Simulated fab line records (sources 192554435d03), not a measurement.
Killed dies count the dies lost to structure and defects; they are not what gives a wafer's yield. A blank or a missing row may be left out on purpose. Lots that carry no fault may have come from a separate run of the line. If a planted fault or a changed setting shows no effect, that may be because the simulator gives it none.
Matching of chambers | flow n5_finfet | N5_GATE_CUT_DESCUM_18 on rie_diel-01: 4 sister chambers
The step chemistry O2, time 7 s. 16 wafers are shown with their chamber, then 8 later ones without.

== WAFERS WITH THEIR CHAMBER ==
wafer  | chamber | showerhead_plenum_p_Torr (Torr) | drypump_motor_current_A (A) | throttle_valve_pct (%)
L076.1 | 2       | 2.03                            | 5.2                         | 20.30
L076.3 | 0       | 2.07                            | 4.9                         | 20.50
L076.5 | 3       | 2.18                            | 5.6                         | 20.13
L077.1 | 1       | 2.04                            | 5.8                         | 20.03
L077.2 | 2       | 2.03                            | 5.2                         | 20.31
L077.3 | 3       | 2.18                            | 5.6                         | 20.14
L078.1 | 3       | 2.18                            | 5.6                         | 20.13
L078.5 | 3       | 2.18                            | 5.6                         | 20.14
L078.6 | 2       | 2.03                            | 5.2                         | 20.30
L079.3 | 0       | 2.07                            | 5.0                         | 20.52
L079.5 | 0       | 2.07                            | 5.0                         | 20.52
L079.6 | 1       | 2.04                            | 5.7                         | 20.06
L087.1 | 0       | 2.06                            | 4.9                         | 20.03
L087.4 | 1       | 2.03                            | 5.8                         | 20.10
L087.5 | 0       | 2.06                            | 4.9                         | 20.04
L092.4 | 3       | 2.17                            | 5.6                         | 20.18

SIGNATURES (means of the wafers above)
reading                  | chamber 0 | chamber 1 | chamber 2 | chamber 3 | scatter within a chamber
showerhead_plenum_p_Torr | 2.0660    | 2.0367    | 2.0300    | 2.1780    | 0.00471
drypump_motor_current_A  | 4.940     | 5.767     | 5.200     | 5.600     | 0.0394
throttle_valve_pct       | 20.3220   | 20.0633   | 20.3033   | 20.1440   | 0.153
Rule: distance of a wafer from a chamber = root of the sum over the readings of ((wafer's reading minus chamber's mean) / reading's scatter) squared. The wafer belongs to the nearest chamber; if the next one is less than 2 further off, it can't be placed. How the scatter is found: for the shown wafers, subtract from each reading the mean of its chamber, square and add these, divide the total by (wafers less chambers), then take the root.

== WAFERS WITHOUT THEIR CHAMBER ==
wafer  | showerhead_plenum_p_Torr (Torr) | drypump_motor_current_A (A) | throttle_valve_pct (%)
L092.5 | 2.06                            | 4.9                         | 20.06
L092.6 | 2.02                            | 5.2                         | 20.35
L094.1 | 2.06                            | 4.9                         | 20.06
L094.4 | 2.03                            | 5.8                         | 20.10
L094.5 | 2.02                            | 5.2                         | 20.35
L096.3 | 2.03                            | 5.8                         | 20.12
L096.4 | 2.02                            | 5.2                         | 20.36
L096.6 | 2.06                            | 5.0                         | 20.07

== WHICH CHAMBER EACH WENT THROUGH ==
wafer  | from the rows above | in truth
L092.5 | 0                   | 0
L092.6 | 2                   | 2
L094.1 | 0                   | 0
L094.4 | 1                   | 1
L094.5 | 2                   | 2
L096.3 | 1                   | 1
L096.4 | 2                   | 2
L096.6 | 0                   | 0
Correctly placed: 8 of 8. Left unplaced by these rows: 0. Wrongly placed: 0.
